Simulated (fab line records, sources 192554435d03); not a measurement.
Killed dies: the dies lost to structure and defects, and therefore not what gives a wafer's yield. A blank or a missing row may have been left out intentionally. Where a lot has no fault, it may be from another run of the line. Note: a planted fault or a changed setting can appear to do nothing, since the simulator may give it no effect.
Code-filled problem report in 8D (eight disciplines) form | flow n5_finfet | the parts of the form that need people (team, actions taken, sign-off) are left out

## 1. PROBLEM STATEMENT
At N5_FIN_SAQP_ETCH_51, etch_rf_on_time_s averages 97.2 s over 3 wafers from 2 lots, while fault-free wafers read 75.3 s, standard deviation 1.3. That puts it +17 standard deviations away from the usual mean.
The step: etches SiARC in CF4, target depth 45.5 nm, time 75.8 s.
Earliest sighting: wafer L201.2 on rie_diel-03 at day 6 15:38. The record holds 30 wafers of 10 lots with a number at this step. By rule, "out" or "out of limits" means more than 4 standard deviations away from the usual mean. The other wafers with a number count as sound.

## 2. WHAT IT IS; WHAT IT IS NOT
question                    | is                     | is not
which readings at this step | etch_rf_on_time_s      | drypump_motor_current_A, rf_vpp_V, showerhead_plenum_p_Torr, throttle_valve_pct
which lots                  | L201, L202             | L184, L185, L186, L191, L192, L199, L203, L204
which wafers of those lots  | L201.2, L201.4, L202.2 | L201.6, L202.5, L202.6
read on which tools         | rie_diel-03            | rie_diel-01, rie_diel-04
when                        | from day 6 15:38       | up to then (19 sound wafers); but 8 sound wafers of L202, L203, L204 came after

## 3. SUSPECTS, AND WHAT RULES EACH OUT
Counting: if a tool at a process step up to the reading ran every lot that is out, it stays a suspect. Sound lots after the first of them don't rule it out here, since some wafers of a struck lot are sound.
- rie_diel-03 at N5_FIN_SAQP_ETCH_51 (etches SiARC in CF4, target depth 45.5 nm, time 75.8 s): kept. It ran every lot that is out, first L201 (day 6 15:38); its last sound lot up to then is L199 (day 6 03:41). Its own etch_rf_on_time_s readings are out on those wafers.
The count leaves rie_diel-03 at N5_FIN_SAQP_ETCH_51.

## 4. THE CAUSE (what the simulator had put in)
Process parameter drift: rie_diel-03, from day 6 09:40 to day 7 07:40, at N5_FIN_SAQP_ETCH_51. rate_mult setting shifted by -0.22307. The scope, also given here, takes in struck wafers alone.
This tool alone remained once counting was done.

## 5. THE CHAIN OF EFFECTS, in route order
One row per reading whose mean, taken over the struck wafers that have a number, lies over 3 standard deviations from the usual. Only readings for which the record gives a usual standard deviation are gone through. hours: the time from each lot's start at the first step in this table that gives one to its start at this step, as a median over the lots. sigmas: the change in usual standard deviations.
hours | step                | reading           | usual  | on struck wafers | change | sigmas
0     | N5_FIN_SAQP_ETCH_51 | etch_rf_on_time_s | 75.3 s | 97.2             | +21.9  | +17
It contains these process steps:
- N5_FIN_SAQP_ETCH_51: etches SiARC in CF4, target depth 45.5 nm, time 75.8 s.
Later steps that measure or inspect, where all struck wafers having a row at the step show a number for every such reading and not one has moved that far: N5_BEOL_M4_RC_MEAS_101.

## 6. HOW IT WOULD HAVE BEEN CAUGHT EARLIER
In this record no reading fell out of limits until day 6 15:38, 6 hours after the fault had begun at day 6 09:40.
